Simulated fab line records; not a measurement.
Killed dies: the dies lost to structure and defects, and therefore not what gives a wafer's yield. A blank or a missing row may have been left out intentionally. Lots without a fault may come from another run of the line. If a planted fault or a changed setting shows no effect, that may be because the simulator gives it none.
fab line records	flow n5Finfet
[record] lots = 24	wafers = 72	lastDay = 19
route steps=1938 shown BEOL_M9@1448 BEOL_M10@1471
lots with no fault: from the same line, run without faults
startH: hours from the record's first day to the start of the lot's first wafer shown	waitH: time in hours since the lot's previous step	" as in the row above	L1.1+2: one row covering several wafers at once	- no value present, or no start provided	* or withheld: withheld	< > ~ a bound
route shown NAME@n: NAME is a module with steps in the file, n the number in the route of the first one	usual: mean/standard deviation taken from wafers without a fault	same: alike in all rows	chamber/n: place in a boat	sites: readings site by site	_std_site: how widely they spread, as a standard deviation	_edge_site: mean of outer sites minus mean of inner sites	radiusMm: for every site, how far away it sits from the centre of the wafer	mask NAME#n: copy n	behind: the most recent tool/chamber to have shaped the wafer	hold: cause of the lot's hold/its duration in hours/its outcome	device: whichever transistor did not switch (one of n, p or np)	end of line: the route-end tests of the same wafers	for a step that has no rows: nothing shown but its recipe	killed: count of dies lost to structure and defects at first sort (not the wafer's yield)	map: per-die view of a wafer (x killed, . not killed, _ where there is no die)
set.NAME: the setting as run; set.NAME@STEP: as run at that earlier step	model.NAME: the simulator's own value behind a step, which no gauge read
route steps across a sampled set of lots; one table per step, one row per wafer
services: from which hour (startH, from the record's first day; less than 0 if before it) a tool's chamber was out of use, for how many hours, and why
[[steps]]
[step N5_BEOL_M9_STRIP_80]
[recipe] chemistry = N2/H2	timeS = 10	powerW = 450	tempC = 40	pressureMtorr = 20	rfFrequencyHz = 6e+07	biasPowerW = 7	n2FlowSccm = 200	h2FlowSccm = 200
[usual] drypumpMotorCurrentA = 5.7/0.54	oesProductAu = 0.77/0.065	rfVppV = 59.1/0.83	showerheadPlenumPTorr = 2.53/0.078	throttleValvePct = 23.63/0.3
[same] timeS = 10
lot.wafer	tool	chamber	startH	waitH	drypumpMotorCurrentA	oesProductAu	rfHoursCounterH	rfVppV	showerheadPlenumPTorr	throttleValvePct
L074.2	rieDiel-06	2	-	-	6.0	0.74	175	58.3	2.64	23.60
L074.5	"	1	"	"	5.2	0.89	-	58.9	2.59	23.90
L074.6	"	0	"	"	6.6	0.87	-	60.2	2.59	23.19
L075.2	rieDiel-01	3	-	-	6.2	0.84	61	59.2	2.46	23.08
L075.4	"	1	"	"	5.8	0.69	211	58.7	2.42	23.87
L075.5	"	0	"	"	6.0	0.70	-	57.3	2.53	23.83
L077.2	rieDiel-01	0	-	-	6.1	0.70	196	59.0	2.52	23.83
L077.3	"	2	"	"	5.9	0.76	123	60.0	2.65	23.43
L077.6	"	3	"	"	6.2	0.84	-	59.3	2.46	23.07
L078.1	rieDiel-03	3	-	-	4.7	0.74	154	58.9	2.43	24.02
L078.2	"	1	"	"	5.0	0.80	119	58.4	2.45	23.99
L078.6	"	2	"	"	5.1	0.78	-	60.0	2.57	23.76
L076.2	rieDiel-06	3	-	-	6.0	0.74	172	58.0	2.52	23.49
L076.4	"	2	"	"	6.0	0.73	181	59.3	2.63	23.60
L076.6	"	1	"	"	5.2	0.88	-	58.5	2.59	23.90
L079.1	rieDiel-01	2	-	-	5.9	0.76	125	58.3	2.65	23.44
L079.4	"	0	"	"	6.0	0.69	198	61.1	2.52	23.84
L079.5	"	3	"	"	6.2	0.84	-	60.6	2.45	23.07
L080.1	rieDiel-01	0	-	-	6.1	0.69	199	58.0	2.52	23.83
L080.3	"	3	"	"	6.3	0.83	66	60.0	2.45	23.08
L080.6	"	2	"	"	5.9	0.75	-	60.4	2.65	23.43
L081.3	rieDiel-06	0	-	-	6.6	0.86	60	59.2	2.59	23.21
L081.5	"	3	"	"	6.0	0.73	-	58.2	2.52	23.49
L081.6	"	0	"	"	6.6	0.87	-	59.0	2.59	23.21
L082.3	rieDiel-06	3	-	-	6.0	0.73	178	58.5	2.52	23.50
L082.5	"	0	"	"	6.6	0.86	-	59.4	2.59	23.20
L082.6	"	1	"	"	5.2	0.87	-	60.2	2.59	23.90
L083.2	rieDiel-03	0	-	-	5.5	0.87	44	60.5	2.59	23.51
L083.3	"	2	"	"	5.1	0.77	118	58.6	2.56	23.78
L083.4	"	3	"	"	4.7	0.76	161	58.5	2.43	24.02
L085.4	rieDiel-06	1	-	-	5.2	0.86	48	59.6	2.58	23.94
L085.5	"	2	"	"	6.0	0.71	-	60.0	2.63	23.63
L085.6	"	3	"	"	6.0	0.73	-	60.0	2.51	23.52
L086.2	rieDiel-03	2	-	-	5.1	0.77	121	59.8	2.56	23.77
L086.5	"	0	"	"	5.5	0.87	-	58.6	2.59	23.52
L086.6	"	3	"	"	4.7	0.75	-	57.7	2.43	24.02
L084.1	rieDiel-03	2	-	-	5.1	0.77	122	58.2	2.56	23.78
L084.4	"	0	"	"	5.5	0.86	-	59.2	2.59	23.51
L084.5	"	1	"	"	5.0	0.80	-	60.1	2.45	24.00
L087.4	rieDiel-03	0	-	-	5.5	0.86	51	59.4	2.59	23.52
L087.5	"	3	"	"	4.7	0.74	-	59.9	2.43	24.03
L087.6	"	0	"	"	5.5	0.86	-	59.1	2.59	23.54
L088.2	rieDiel-01	0	-	-	6.1	0.68	221	58.6	2.51	23.86
L088.3	"	2	"	"	5.9	0.74	149	58.3	2.64	23.46
L088.4	"	1	"	"	5.8	0.67	238	59.3	2.41	23.90
L089.1	rieDiel-06	1	-	-	5.2	0.84	62	59.4	2.58	23.93
L089.5	"	1	"	"	5.2	0.85	-	60.4	2.58	23.93
L089.6	"	2	"	"	6.0	0.72	-	59.1	2.62	23.66
L090.3	rieDiel-06	2	-	-	5.9	0.71	206	59.8	2.62	23.64
L090.4	"	0	"	"	6.6	0.83	83	60.1	2.58	23.24
L090.5	"	1	"	"	5.2	0.83	-	59.7	2.58	23.93
L093.3	rieDiel-01	3	-	-	6.2	0.80	92	58.5	2.44	23.12
L093.4	"	2	"	"	5.9	0.73	151	60.2	2.64	23.47
L093.6	"	3	"	"	6.2	0.80	-	59.4	2.44	23.10
L091.1	rieDiel-03	3	-	-	4.7	0.74	172	58.7	2.43	24.05
L091.2	"	0	"	"	5.5	0.85	56	60.1	2.59	23.54
L091.4	"	2	"	"	5.1	0.76	130	57.7	2.56	23.77
L092.1	rieDiel-06	0	-	-	6.6	0.83	86	59.3	2.58	23.23
L092.3	"	3	"	"	6.0	0.70	199	59.0	2.51	23.54
L092.5	"	3	"	"	6.0	0.70	-	58.5	2.51	23.54
L094.1	rieDiel-01	3	-	-	6.3	0.81	101	58.0	2.44	23.11
L094.2	"	0	"	"	6.1	0.67	231	59.3	2.51	23.87
L094.5	"	2	"	"	5.9	0.73	-	59.1	2.63	23.49
L096.2	rieDiel-03	3	-	-	4.7	0.73	181	59.1	2.42	24.05
L096.3	"	0	"	"	5.5	0.83	65	59.7	2.59	23.55
L096.6	"	1	"	"	5.0	0.78	-	58.0	2.44	24.01
L095.1	rieDiel-01	0	-	-	6.0	0.67	233	59.6	2.51	23.86
L095.4	"	1	"	"	5.8	0.67	250	59.1	2.40	23.93
L095.5	"	2	"	"	5.8	0.73	-	60.3	2.63	23.48
L097.3	rieDiel-01	2	-	-	5.9	0.72	164	59.3	2.63	23.47
L097.4	"	2	"	"	5.9	0.72	-	59.8	2.63	23.48
L097.5	"	0	"	"	6.0	0.66	-	60.6	2.51	23.87
[step N5_BEOL_M9_SURFACE_TREAT_79]
[recipe] gas = Ar	timeS = *	ionEnergyEv = *	ionCurrentMaCm2 = 0.5	pressureMtorr = *	arFlowSccm = 30
[usual] arFlowSccm = 30.01/0.089	throttleValvePct = *
[same] timeS = *
lot.wafer	tool	chamber	startH	waitH	arFlowSccm	throttleValvePct
L074.2	pvdSputter-01	-	248.11	0.3	29.84	*
L074.5	"	-	"	"	29.93	*
L074.6	"	-	"	"	29.92	*
L075.2	pvdSputter-03	-	249.01	0.2	29.96	*
L075.4	"	-	"	"	30.25	*
L075.5	"	-	"	"	29.84	*
L077.2	pvdSputter-03	-	257.52	0.2	29.91	*
L077.3	"	-	"	"	29.96	*
L077.6	"	-	"	"	30.06	*
L078.1	pvdSputter-03	-	257.64	0.2	30.01	*
L078.2	"	-	"	"	29.95	*
L078.6	"	-	"	"	29.93	*
L076.2	pvdSputter-02	-	266.92	0.3	30.08	*
L076.4	"	-	"	"	30.15	*
L076.6	"	-	"	"	30.04	*
L079.1	pvdSputter-01	-	270.28	0.2	30.07	*
L079.4	"	-	"	"	29.77	*
L079.5	"	-	"	"	30.05	*
L080.1	pvdSputter-02	-	271.18	0.2	29.93	*
L080.3	"	-	"	"	30.17	*
L080.6	"	-	"	"	29.97	*
L081.3	pvdSputter-03	-	278.75	0.2	30.14	*
L081.5	"	-	"	"	30.01	*
L081.6	"	-	"	"	30.08	*
L082.3	pvdSputter-03	-	292.72	0.2	29.97	*
L082.5	"	-	"	"	29.96	*
L082.6	"	-	"	"	29.86	*
L083.2	pvdSputter-01	-	299.00	1.6	30.03	*
L083.3	"	-	"	"	30.02	*
L083.4	"	-	"	"	30.07	*
L085.4	pvdSputter-02	-	299.55	0.2	30.07	*
L085.5	"	-	"	"	30.07	*
L085.6	"	-	"	"	29.93	*
L086.2	pvdSputter-03	-	305.60	0.2	30.05	*
L086.5	"	-	"	"	30.13	*
L086.6	"	-	"	"	29.99	*
L084.1	pvdSputter-02	-	311.64	0.4	30.05	*
L084.4	"	-	"	"	30.03	*
L084.5	"	-	"	"	30.19	*
L087.4	pvdSputter-02	-	322.04	0.1	30.05	*
L087.5	"	-	"	"	29.98	*
L087.6	"	-	"	"	29.96	*
L088.2	pvdSputter-01	-	335.89	0.2	30.10	*
L088.3	"	-	"	"	29.91	*
L088.4	"	-	"	"	29.91	*
L089.1	pvdSputter-02	-	340.60	0.2	29.96	*
L089.5	"	-	"	"	29.99	*
L089.6	"	-	"	"	30.00	*
L090.3	pvdSputter-03	-	345.61	0.2	29.99	*
L090.4	"	-	"	"	29.98	*
L090.5	"	-	"	"	29.85	*
L093.3	pvdSputter-02	-	346.26	0.2	29.79	*
L093.4	"	-	"	"	30.02	*
L093.6	"	-	"	"	30.13	*
L091.1	pvdSputter-02	-	346.65	0.2	29.91	*
L091.2	"	-	"	"	29.98	*
L091.4	"	-	"	"	30.03	*
L092.1	pvdSputter-02	-	360.90	0.2	29.99	*
L092.3	"	-	"	"	30.15	*
L092.5	"	-	"	"	30.15	*
L094.1	pvdSputter-03	-	374.94	0.2	30.01	*
L094.2	"	-	"	"	30.10	*
L094.5	"	-	"	"	29.94	*
L096.2	pvdSputter-03	-	382.92	0.2	30.00	*
L096.3	"	-	"	"	29.91	*
L096.6	"	-	"	"	29.92	*
L095.1	pvdSputter-03	-	382.96	0.2	30.04	*
L095.4	"	-	"	"	29.99	*
L095.5	"	-	"	"	30.09	*
L097.3	pvdSputter-02	-	385.51	0.5	30.02	*
L097.4	"	-	"	"	29.90	*
L097.5	"	-	"	"	29.91	*
[step N5_BEOL_M9_THK_MEAS_53]
[recipe] thkMeasGauge = xrf	reads = Cu_of_BEOL_M9_ECD_50
[usual] M9_THK = 139/3.2
lot.wafer	tool	chamber	startH	waitH	M9_THK[nm]
L074.2	filmMetro-01	-	249.82	-	136
L074.5	"	-	"	"	140
L074.6	"	-	"	"	137
L075.2	filmMetro-01	-	251.00	-	141
L075.4	"	-	"	"	141
L075.5	"	-	"	"	138
L077.2	filmMetro-01	-	258.56	-	136
L077.3	"	-	"	"	135
L077.6	"	-	"	"	139
L078.1	filmMetro-02	-	258.92	-	143
L078.2	"	-	"	"	145
L078.6	"	-	"	"	142
L076.2	filmMetro-02	-	269.98	-	133
L076.4	"	-	"	"	135
L076.6	"	-	"	"	143
L079.1	filmMetro-02	-	271.38	-	137
L079.4	"	-	"	"	136
L079.5	"	-	"	"	138
L080.1	filmMetro-02	-	272.19	-	140
L080.3	"	-	"	"	142
L080.6	"	-	"	"	138
L081.3	filmMetro-02	-	280.07	-	141
L081.5	"	-	"	"	137
L081.6	"	-	"	"	140
L082.3	filmMetro-01	-	294.13	-	134
L082.5	"	-	"	"	137
L082.6	"	-	"	"	142
L083.2	filmMetro-01	-	302.75	-	137
L083.3	"	-	"	"	140
L083.4	"	-	"	"	138
L085.4	filmMetro-01	-	303.57	-	144
L085.5	"	-	"	"	136
L085.6	"	-	"	"	135
L086.2	filmMetro-01	-	309.26	-	143
L086.5	"	-	"	"	141
L086.6	"	-	"	"	142
L084.1	filmMetro-02	-	315.16	-	145
L084.4	"	-	"	"	142
L084.5	"	-	"	"	147
L087.4	filmMetro-02	-	323.03	-	141
L087.5	"	-	"	"	138
L087.6	"	-	"	"	138
L088.2	filmMetro-02	-	337.30	0.2	135
L088.3	"	-	"	"	136
L088.4	"	-	"	"	139
L089.1	filmMetro-01	-	341.66	-	143
L089.5	"	-	"	"	144
L089.6	"	-	"	"	137
L090.3	filmMetro-02	-	346.60	-	139
L090.4	"	-	"	"	139
L090.5	"	-	"	"	147
L093.3	filmMetro-02	-	347.29	-	140
L093.4	"	-	"	"	135
L093.6	"	-	"	"	142
L091.1	filmMetro-02	-	347.69	-	142
L091.2	"	-	"	"	140
L091.4	"	-	"	"	141
L092.1	filmMetro-02	-	362.20	-	142
L092.3	"	-	"	"	133
L092.5	"	-	"	"	135
L094.1	filmMetro-01	-	377.30	-	138
L094.2	"	-	"	"	138
L094.5	"	-	"	"	136
L096.2	filmMetro-02	-	384.85	-	140
L096.3	"	-	"	"	139
L096.6	"	-	"	"	144
L095.1	filmMetro-02	-	385.46	-	137
L095.4	"	-	"	"	139
L095.5	"	-	"	"	137
L097.3	filmMetro-02	-	387.11	-	137
L097.4	"	-	"	"	136
L097.5	"	-	"	"	134
[step N5_BEOL_M10_CURE_71]
[recipe] tempC = 385	timeS = 240	ambient = He/Ar	material = SiCOH_lowk
[usual] lampPowerPct = 52.31/0.054	wafer_temp_C_max = 387.0/0.64
[same] timeS = 240
lot.wafer	tool	chamber	startH	waitH	lampPowerPct	wafer_temp_C_max
L074.2	uvCure-02	0	250.17	0.1	52.35	386.9
L074.5	"	0	"	"	52.19	387.2
L074.6	"	0	"	"	52.34	386.9
L075.2	uvCure-02	0	251.39	0.1	52.29	387.6
L075.4	"	0	"	"	52.38	386.8
L075.5	"	0	"	"	52.34	387.0
L077.2	uvCure-02	1	259.17	0.4	52.42	387.4
L077.3	"	1	"	"	52.33	387.6
L077.6	"	1	"	"	52.26	386.9
L078.1	uvCure-01	0	259.34	0.2	52.29	387.0
L078.2	"	0	"	"	52.34	386.8
L078.6	"	0	"	"	52.34	386.5
L076.2	uvCure-03	0	270.33	0.1	52.35	386.6
L076.4	"	0	"	"	52.23	387.7
L076.6	"	0	"	"	52.23	386.9
L079.1	uvCure-03	2	271.66	0.0	52.32	386.6
L079.4	"	2	"	"	52.25	386.7
L079.5	"	2	"	"	52.25	387.2
L080.1	uvCure-02	2	272.47	0.0	52.31	387.6
L080.3	"	2	"	"	52.36	387.9
L080.6	"	2	"	"	52.39	386.9
L081.3	uvCure-01	2	280.67	0.4	52.37	385.6
L081.5	"	2	"	"	52.35	385.4
L081.6	"	2	"	"	52.25	385.8
L082.3	uvCure-02	2	294.57	0.2	52.30	388.2
L082.5	"	2	"	"	52.28	387.4
L082.6	"	2	"	"	52.22	387.0
L083.2	uvCure-03	1	303.22	0.2	52.33	387.9
L083.3	"	1	"	"	52.39	387.6
L083.4	"	1	"	"	52.33	386.6
L085.4	uvCure-02	0	304.09	0.3	52.40	387.0
L085.5	"	0	"	"	52.36	387.4
L085.6	"	0	"	"	52.28	386.8
L086.2	uvCure-02	0	309.62	0.1	52.38	386.9
L086.5	"	0	"	"	52.31	387.1
L086.6	"	0	"	"	52.28	387.4
L084.1	uvCure-02	1	315.44	0.0	52.23	387.4
L084.4	"	1	"	"	52.36	388.3
L084.5	"	1	"	"	52.35	387.5
L087.4	uvCure-01	1	323.55	0.3	52.31	387.5
L087.5	"	1	"	"	52.30	387.6
L087.6	"	1	"	"	52.38	387.0
L088.2	uvCure-02	0	337.66	0.1	52.29	386.6
L088.3	"	0	"	"	52.21	386.7
L088.4	"	0	"	"	52.30	387.0
L089.1	uvCure-03	1	342.04	0.1	52.32	387.5
L089.5	"	1	"	"	52.27	387.0
L089.6	"	1	"	"	52.38	387.3
L090.3	uvCure-01	2	347.04	0.2	52.26	385.6
L090.4	"	2	"	"	52.25	385.8
L090.5	"	2	"	"	52.42	385.2
L093.3	uvCure-03	0	347.73	0.2	52.32	386.7
L093.4	"	0	"	"	52.33	387.9
L093.6	"	0	"	"	52.31	386.8
L091.1	uvCure-01	1	347.97	0.0	52.22	387.3
L091.2	"	1	"	"	52.35	387.6
L091.4	"	1	"	"	52.36	388.2
L092.1	uvCure-02	2	362.48	0.0	52.41	387.3
L092.3	"	2	"	"	52.29	386.3
L092.5	"	2	"	"	52.38	386.8
L094.1	uvCure-03	2	377.58	0.0	52.36	387.3
L094.2	"	2	"	"	52.41	386.6
L094.5	"	2	"	"	52.26	386.5
L096.2	uvCure-02	0	385.20	0.1	52.34	387.4
L096.3	"	0	"	"	52.33	387.1
L096.6	"	0	"	"	52.21	387.3
L095.1	uvCure-01	2	385.74	0.1	52.35	386.2
L095.4	"	2	"	"	52.34	386.1
L095.5	"	2	"	"	52.31	386.3
L097.3	uvCure-01	1	387.59	0.2	52.29	387.8
L097.4	"	1	"	"	52.34	387.1
L097.5	"	1	"	"	52.26	388.1
[step N5_BEOL_M10_CD_MEAS_11]
[recipe] targetCdNm = 64.1	landingEnergyEv = 500	detector = seInlens	polarity = opening
[usual] cdNm = 64.3/0.55
lot.wafer	tool	chamber	startH	waitH	cdNm
L074.2	cdSem-03	0	252.59	-	64.1
L074.5	"	0	"	"	64.1
L074.6	"	0	"	"	64.8
L075.2	cdSem-02	0	253.11	-	64.7
L075.4	"	0	"	"	64.7
L075.5	"	0	"	"	64.9
L077.2	cdSem-03	0	261.18	-	65.1
L077.3	"	0	"	"	65.2
L077.6	"	0	"	"	65.0
L078.1	cdSem-01	0	261.36	-	63.4
L078.2	"	0	"	"	63.3
L078.6	"	0	"	"	64.0
L076.2	cdSem-02	0	271.55	-	64.7
L076.4	"	0	"	"	64.8
L076.6	"	0	"	"	64.2
L079.1	cdSem-01	0	273.59	-	63.7
L079.4	"	0	"	"	63.4
L079.5	"	0	"	"	64.4
L080.1	cdSem-01	0	274.03	-	64.2
L080.3	"	0	"	"	65.0
L080.6	"	0	"	"	64.3
L081.3	cdSem-03	0	283.41	-	63.5
L081.5	"	0	"	"	64.2
L081.6	"	0	"	"	64.2
L082.3	cdSem-02	0	296.56	-	64.1
L082.5	"	0	"	"	64.9
L082.6	"	0	"	"	65.4
L083.2	cdSem-03	0	305.37	-	63.6
L083.3	"	0	"	"	64.6
L083.4	"	0	"	"	63.6
L085.4	cdSem-01	0	305.76	-	64.1
L085.5	"	0	"	"	64.5
L085.6	"	0	"	"	64.8
L086.2	cdSem-03	0	311.38	-	64.1
L086.5	"	0	"	"	64.4
L086.6	"	0	"	"	63.6
L084.1	cdSem-02	0	317.76	-	63.7
L084.4	"	0	"	"	63.6
L084.5	"	0	"	"	64.1
L087.4	cdSem-03	0	325.14	-	64.0
L087.5	"	0	"	"	63.8
L087.6	"	0	"	"	64.0
L088.2	cdSem-02	0	338.70	-	63.4
L088.3	"	0	"	"	63.8
L088.4	"	0	"	"	63.5
L089.1	cdSem-02	0	343.52	-	64.4
L089.5	"	0	"	"	64.9
L089.6	"	0	"	"	65.1
L090.3	cdSem-01	0	347.86	-	64.3
L090.4	"	0	"	"	64.5
L090.5	"	0	"	"	64.2
L093.3	cdSem-01	0	348.68	-	63.7
L093.4	"	0	"	"	64.4
L093.6	"	0	"	"	64.0
L091.1	cdSem-02	0	349.07	-	64.6
L091.2	"	0	"	"	63.6
L091.4	"	0	"	"	63.5
L092.1	cdSem-02	0	364.07	-	64.3
L092.3	"	0	"	"	64.7
L092.5	"	0	"	"	65.0
L094.1	cdSem-03	0	382.60	-	64.2
L094.2	"	0	"	"	64.4
L094.5	"	0	"	"	64.3
L096.2	cdSem-02	0	388.31	-	63.9
L096.3	"	0	"	"	64.6
L096.6	"	0	"	"	63.2
L095.1	cdSem-03	0	388.57	-	64.5
L095.4	"	0	"	"	64.9
L095.5	"	0	"	"	63.6
L097.3	cdSem-03	0	391.10	-	64.1
L097.4	"	0	"	"	64.5
L097.5	"	0	"	"	64.0
[step N5_BEOL_M10_STRIP_67]
[recipe] chemistry = CF4	resist = SiARC	powerW = 300	biasPowerW = 75	pressureMtorr = 50	cf4FlowSccm = 150	rfFrequencyHz = 6e+07
[usual] drypumpMotorCurrentA = 5.8/0.44	oesProductAu = 0.80/0.1	rfVppV = 271.6/1.7	showerheadPlenumPTorr = 1.82/0.063	throttleValvePct = 13.58/0.26
lot.wafer	tool	chamber	startH	waitH	drypumpMotorCurrentA	oesProductAu	rfHoursCounterH	rfVppV	showerheadPlenumPTorr	throttleValvePct
L074.2	rieDiel-02	2	252.91	0.0	6.4	0.80	93	272.4	1.89	13.54
L074.5	"	2	"	"	6.4	0.80	-	273.6	1.89	13.53
L074.6	"	1	"	"	5.8	0.71	-	271.0	1.84	13.84
L075.2	rieDiel-02	2	253.68	0.0	6.4	0.81	93	272.5	1.89	13.54
L075.4	"	3	"	"	4.9	0.69	241	272.4	1.78	13.82
L075.5	"	2	"	"	6.4	0.80	-	273.3	1.89	13.53
L077.2	rieDiel-05	0	261.53	0.0	5.6	0.69	236	269.1	1.77	14.05
L077.3	"	1	"	"	6.5	0.97	2	274.8	1.90	13.30
L077.6	"	2	"	"	5.5	0.71	-	272.0	1.85	13.61
L078.1	rieDiel-04	1	261.88	0.0	5.3	0.70	239	271.9	1.85	14.08
L078.2	"	3	"	"	5.7	0.68	241	273.4	1.84	14.07
L078.6	"	0	"	"	5.6	0.76	-	269.2	1.75	13.39
L076.2	rieDiel-05	2	272.34	0.0	5.5	0.70	234	273.0	1.85	13.61
L076.4	"	1	"	"	6.5	0.94	6	273.5	1.90	13.33
L076.6	"	2	"	"	5.5	0.70	-	270.5	1.85	13.61
L079.1	rieDiel-02	3	274.27	0.0	4.9	0.69	248	271.4	1.78	13.82
L079.4	"	0	"	"	5.8	0.92	16	274.7	1.90	13.13
L079.5	"	3	"	"	4.9	0.69	-	271.1	1.78	13.83
L080.1	rieDiel-04	2	274.89	0.0	6.0	0.72	223	269.4	1.69	13.52
L080.3	"	1	"	"	5.3	0.69	244	273.1	1.85	14.11
L080.6	"	3	"	"	5.7	0.68	-	272.0	1.83	14.08
L081.3	rieDiel-02	1	283.73	0.0	5.8	0.70	237	272.4	1.83	13.86
L081.5	"	1	"	"	5.8	0.69	-	273.0	1.83	13.87
L081.6	"	2	"	"	6.4	0.79	-	274.0	1.89	13.57
L082.3	rieDiel-04	1	297.02	0.0	5.3	0.70	252	272.6	1.85	14.11
L082.5	"	0	"	"	5.6	0.76	-	270.8	1.75	13.41
L082.6	"	2	"	"	6.0	0.71	-	267.7	1.69	13.54
L083.2	rieDiel-02	1	305.71	0.0	5.8	0.69	247	272.0	1.83	13.90
L083.3	"	2	"	"	6.4	0.78	114	272.1	1.88	13.59
L083.4	"	3	"	"	4.9	0.99	-	270.7	1.78	13.26
L085.4	rieDiel-02	2	306.08	0.0	6.4	0.78	-	273.1	1.88	13.58
L085.5	"	3	"	"	4.9	0.99	-	268.8	1.78	13.26
L085.6	"	1	"	"	5.8	0.69	-	272.5	1.83	13.91
L086.2	rieDiel-05	3	311.72	0.0	6.1	0.71	213	271.6	1.78	13.82
L086.5	"	3	"	"	6.1	0.72	-	270.1	1.78	13.83
L086.6	"	2	"	"	5.5	0.70	-	271.8	1.84	13.62
L084.1	rieDiel-05	1	318.08	0.0	6.5	0.89	22	272.5	1.89	13.35
L084.4	"	1	"	"	6.5	0.90	-	273.8	1.89	13.37
L084.5	"	2	"	"	5.5	0.70	-	270.8	1.84	13.64
L087.4	rieDiel-04	2	325.46	0.0	6.0	0.70	245	269.9	1.69	13.56
L087.5	"	0	"	"	5.6	0.75	-	269.1	1.75	13.46
L087.6	"	3	"	"	5.7	0.91	-	272.7	1.83	13.59
L088.2	rieDiel-04	3	349.69	0.0	5.7	0.92	12	272.7	1.83	13.59
L088.3	"	0	"	"	5.6	0.75	142	269.4	1.74	13.47
L088.4	"	1	"	"	5.3	0.94	7	270.3	1.84	13.59
L089.1	rieDiel-04	0	350.87	0.0	5.6	0.75	142	268.7	1.74	13.47
L089.5	"	3	"	"	5.7	0.92	-	271.5	1.83	13.58
L089.6	"	2	"	"	6.1	0.70	-	268.6	1.69	13.59
L090.3	rieDiel-05	2	351.45	0.0	5.5	0.96	1	273.3	1.84	13.06
L090.4	"	0	"	"	5.6	0.97	6	270.7	1.76	13.52
L090.5	"	1	"	"	6.5	0.88	-	272.9	1.89	13.38
L093.3	rieDiel-04	0	351.76	0.0	5.6	0.74	143	270.0	1.74	13.45
L093.4	"	2	"	"	6.0	0.70	248	269.2	1.69	13.59
L093.6	"	3	"	"	5.7	0.91	-	271.6	1.83	13.58
L091.1	rieDiel-02	2	352.39	0.0	6.4	0.77	128	273.1	1.88	13.61
L091.2	"	3	"	"	4.9	0.91	27	268.5	1.77	13.32
L091.4	"	2	"	"	6.4	0.77	-	273.1	1.88	13.62
L092.1	rieDiel-05	3	364.55	0.0	6.1	0.70	231	272.0	1.78	13.87
L092.3	"	1	"	"	6.5	0.87	37	272.7	1.89	13.40
L092.5	"	3	"	"	6.1	0.71	-	270.8	1.78	13.87
L094.1	rieDiel-04	3	382.92	0.0	5.7	0.89	25	271.4	1.83	13.62
L094.2	"	1	"	"	5.3	0.89	23	272.3	1.84	13.62
L094.5	"	3	"	"	5.7	0.89	-	272.6	1.83	13.62
L096.2	rieDiel-04	0	388.63	0.0	5.6	0.73	158	269.4	1.74	13.50
L096.3	"	2	"	"	6.1	0.95	6	272.7	1.89	13.00
L096.6	"	0	"	"	5.6	0.73	-	268.9	1.74	13.51
L095.1	rieDiel-05	1	388.89	0.0	6.5	0.86	45	273.7	1.89	13.43
L095.4	"	0	"	"	5.6	0.94	-	271.5	1.76	13.53
L095.5	"	3	"	"	6.1	0.70	-	269.6	1.77	13.90
L097.3	rieDiel-05	3	391.45	0.0	6.1	0.70	241	270.9	1.77	13.90
L097.4	"	3	"	"	6.1	0.70	-	272.1	1.77	13.91
L097.5	"	1	"	"	6.5	0.85	-	272.9	1.89	13.41
[[services]]
tool	chamber	startH	hours	kind
rieDiel-06	2	224.10	3.8	repair
uvCure-03	-	230.15	0.9	repair
rieDiel-02	1	236.01	1.8	repair
uvCure-03	-	240.04	22.2	pm
rieDiel-04	-	241.54	0.5	repair
rieDiel-03	2	257.70	2.6	repair
rieDiel-02	-	268.92	2.8	pm
rieDiel-03	-	281.46	14.6	pm
uvCure-02	-	285.79	2.4	repair
rieDiel-05	2	293.30	10.5	repair
uvCure-01	-	293.71	1.0	pm
rieDiel-05	-	300.33	0.8	repair
rieDiel-02	0	304.01	13.7	repair
rieDiel-04	-	328.22	20.3	repair
rieDiel-02	2	329.23	17.8	repair
rieDiel-05	-	333.67	14.6	pm
rieDiel-03	0	348.81	7.2	repair
rieDiel-05	0	359.71	4.8	repair
rieDiel-04	3	360.47	4.1	repair
pvdSputter-02	-	375.57	6.0	repair
rieDiel-02	1	377.18	19.5	repair
pvdSputter-03	-	378.12	2.5	repair
uvCure-01	-	388.30	0.3	repair
rieDiel-06	3	390.17	4.9	repair
[[key]]
fault none
